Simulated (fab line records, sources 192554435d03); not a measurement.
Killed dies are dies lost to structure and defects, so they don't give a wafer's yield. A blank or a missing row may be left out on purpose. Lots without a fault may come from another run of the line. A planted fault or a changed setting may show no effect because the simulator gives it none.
One fault seen from 3 desks | flow n5_finfet | each desk has only its own numbers; what lay behind them comes last

THE DEFECT DESK
What the inspections along the route counted, lot by lot: means of the sampled wafers that have a number. A lot is out of limits, marked OUT, if its mean lies more than 4 standard deviations from the usual mean; the brackets give that distance.
Columns: A = raw_defect_count at N5_BEOL_M0_INSPECT_127, usual 65
lot  | first seen here | A
L971 | day 6 17:47     | 125
L973 | day 6 18:40     | 70
L976 | day 7 16:23     | 63
L978 | day 8 07:50     | 42
L979 | day 8 15:01     | 66
L983 | day 9 08:17     | 103
L984 | day 9 22:50     | 53
L987 | day 10 12:48    | 48
L992 | day 11 18:37    | 50
This desk's finding: nothing out of limits on any of the 9 lots.

THE TOOL OWNER'S DESK: rie_diel-06
The tool's own readings at N5_BEOL_M1_ETCH_64 (etches SOC in N2/H2, target depth 75 nm, overetch 15 nm, time 112.5 s): means of the sampled wafers that have a number, for each lot that ran on this tool. A lot is out of limits, marked OUT, if its mean lies more than 4 standard deviations from the usual mean; the brackets give that distance.
Columns: A = bias_w at N5_BEOL_M1_ETCH_64, usual 150.0 W; B = drypump_motor_current_A at N5_BEOL_M1_ETCH_64, usual 5.9 A; C = oes_product_au at N5_BEOL_M1_ETCH_64, usual 0.60 a.u.; D = rf_fwd_power_W at N5_BEOL_M1_ETCH_64, usual 837.0 W; E = rf_vpp_V at N5_BEOL_M1_ETCH_64, usual 524 V; F = showerhead_plenum_p_Torr at N5_BEOL_M1_ETCH_64, usual 2.56 Torr; G = throttle_valve_pct at N5_BEOL_M1_ETCH_64, usual 18.00 %
lot  | first seen here | A               | B   | C    | D     | E             | F    | G
L979 | day 8 17:31     | 149.9           | 5.5 | 0.61 | 835.0 | 526           | 2.61 | 18.12
L983 | day 9 10:08     | 149.9           | 5.5 | 0.60 | 837.9 | 526           | 2.61 | 18.12
L984 | day 10 01:49    | 184.5 (+73) OUT | 5.1 | 0.64 | 837.9 | 598 (+25) OUT | 2.56 | 18.00
L987 | day 10 14:50    | 185.0 (+74) OUT | 5.1 | 0.64 | 838.4 | 599 (+25) OUT | 2.56 | 18.00
This desk's finding: out of limits on L984, L987; first on L984, day 10 01:49 (bias_w at N5_BEOL_M1_ETCH_64). In limits: L979, L983.

THE METROLOGY DESK
What the gauges read, lot by lot, whatever tool the lot ran on: means of the sampled wafers that have a number. A lot is out of limits, marked OUT, if its mean lies more than 4 standard deviations from the usual mean; the brackets give that distance. Of its 10 readings 7 are shown: those that lie furthest out on some lot.
Columns: A = DIBL_N at N5_BEOL_M4_RC_MEAS_101, usual 35.7 mV/V; B = DIBL_P at N5_BEOL_M4_RC_MEAS_101, usual 36.0 mV/V; C = IOFF_N at N5_BEOL_M4_RC_MEAS_101, usual 0.154 nA/um; D = IOFF_P at N5_BEOL_M4_RC_MEAS_101, usual 0.21 nA/um; E = SS_N at N5_BEOL_M4_RC_MEAS_101, usual 71.3 mV/dec; F = VT_N at N5_BEOL_M4_RC_MEAS_101, usual 250 mV; G = VT_P at N5_BEOL_M4_RC_MEAS_101, usual -249 mV
lot  | first seen here | A    | B    | C     | D    | E    | F   | G
L971 | day 8 12:58     | 36.4 | 36.7 | 0.160 | 0.20 | 71.0 | 247 | -252
L973 | day 8 14:49     | 36.1 | 36.6 | 0.156 | 0.23 | 72.0 | 250 | -247
L976 | day 9 22:26     | 34.7 | 35.6 | 0.135 | 0.22 | 71.4 | 252 | -247
L978 | day 10 02:07    | 35.1 | 35.2 | 0.141 | 0.18 | 71.8 | 251 | -254
L979 | day 10 14:38    | 35.4 | 36.6 | 0.154 | 0.20 | 71.3 | 250 | -248
L983 | day 11 02:43    | 37.8 | 38.1 | 0.181 | 0.25 | 71.7 | 247 | -247
L984 | day 12 06:13    | 33.9 | 33.2 | 0.117 | 0.17 | 70.7 | 254 | -253
L987 | day 12 10:03    | 36.0 | 36.8 | 0.170 | 0.25 | 71.2 | 247 | -245
L992 | day 13 14:23    | 36.8 | 35.7 | 0.160 | 0.20 | 71.8 | 249 | -252
This desk's finding: nothing out of limits on any of the 9 lots.

PUT TOGETHER
The tool owner's desk could have raised an alarm at day 10 01:49, on L984, L987.
The defect desk saw nothing out of limits.
The metrology desk saw nothing out of limits.
The defect desk has L984, L987 on record, within its limits.
The metrology desk has L984, L987 on record, within its limits.
Of the lots named, all ran N5_BEOL_M1_ETCH_64 on rie_diel-06.

WHAT THE SIMULATOR HAD PUT IN
Process parameter drift: rie_diel-06, from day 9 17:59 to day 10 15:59, at N5_BEOL_M1_ETCH_64. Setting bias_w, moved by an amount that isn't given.
Lots struck among those shown: L984, L987.
Hours from the fault's start to each desk's first reading out of limits: the tool owner's desk, 8.
